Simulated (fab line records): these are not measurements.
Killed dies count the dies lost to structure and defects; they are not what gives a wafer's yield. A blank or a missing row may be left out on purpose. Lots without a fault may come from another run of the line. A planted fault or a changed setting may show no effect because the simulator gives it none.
Matching of chambers :: flow nandHarc :: NHARC_A_CHANNEL_FILL_D1_CMP_10 on cmp-02: 4 sister chambers
The step polishes, target thk 150 nm. 4 wafers are shown with their chamber, then 7 later ones without.

== WAFERS, EACH WITH ITS CHAMBER ==
wafer: L396.6
chamber: 0
motorCurrentA (A): 10.9

wafer: L400.6
chamber: 2
motorCurrentA (A): 12.8

wafer: L398.2
chamber: 3
motorCurrentA (A): 13.2

wafer: L398.3
chamber: 1
motorCurrentA (A): 12.8

== WAFERS WHOSE CHAMBER IS MISSING ==
wafer: L398.5
motorCurrentA (A): 13.3

wafer: L408.1
motorCurrentA (A): 13.0

wafer: L408.3
motorCurrentA (A): 13.3

wafer: L408.6
motorCurrentA (A): 11.6

wafer: L409.1
motorCurrentA (A): 12.8

wafer: L409.4
motorCurrentA (A): 13.0

wafer: L409.5
motorCurrentA (A): 13.1

== WHICH CHAMBER EACH ONE RAN IN ==
wafer: L398.5
from the rows above: can't be placed: 3 or 1 or 2
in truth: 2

wafer: L408.1
from the rows above: can't be placed: 1 or 2 or 3
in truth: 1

wafer: L408.3
from the rows above: can't be placed: 3 or 1 or 2
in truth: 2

wafer: L408.6
from the rows above: can't be placed: 0 or 1 or 2
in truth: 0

wafer: L409.1
from the rows above: can't be placed: 1 or 2 or 3
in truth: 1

wafer: L409.4
from the rows above: can't be placed: 1 or 2 or 3
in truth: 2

wafer: L409.5
from the rows above: can't be placed: 3 or 1 or 2
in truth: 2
Correct placement for 0 of the 7. From these rows, 7 cannot be placed; in 7 the true chamber is one of the candidates. Wrongly placed: 0.
How it was worked out, from the rows above alone: a wafer's distance from a chamber is the root of the sum, over the readings, of the square of ((its reading less the chamber's mean) divided by the reading's scatter). If the next closest chamber is less than 2 further off than the closest, the wafer can't be placed; otherwise it belongs to the closest. The mean given for a chamber averages the wafers shown for that chamber. The scatter: with one shown wafer a chamber, the root of the mean of the squares of how far each hidden wafer lies from its nearest shown one.
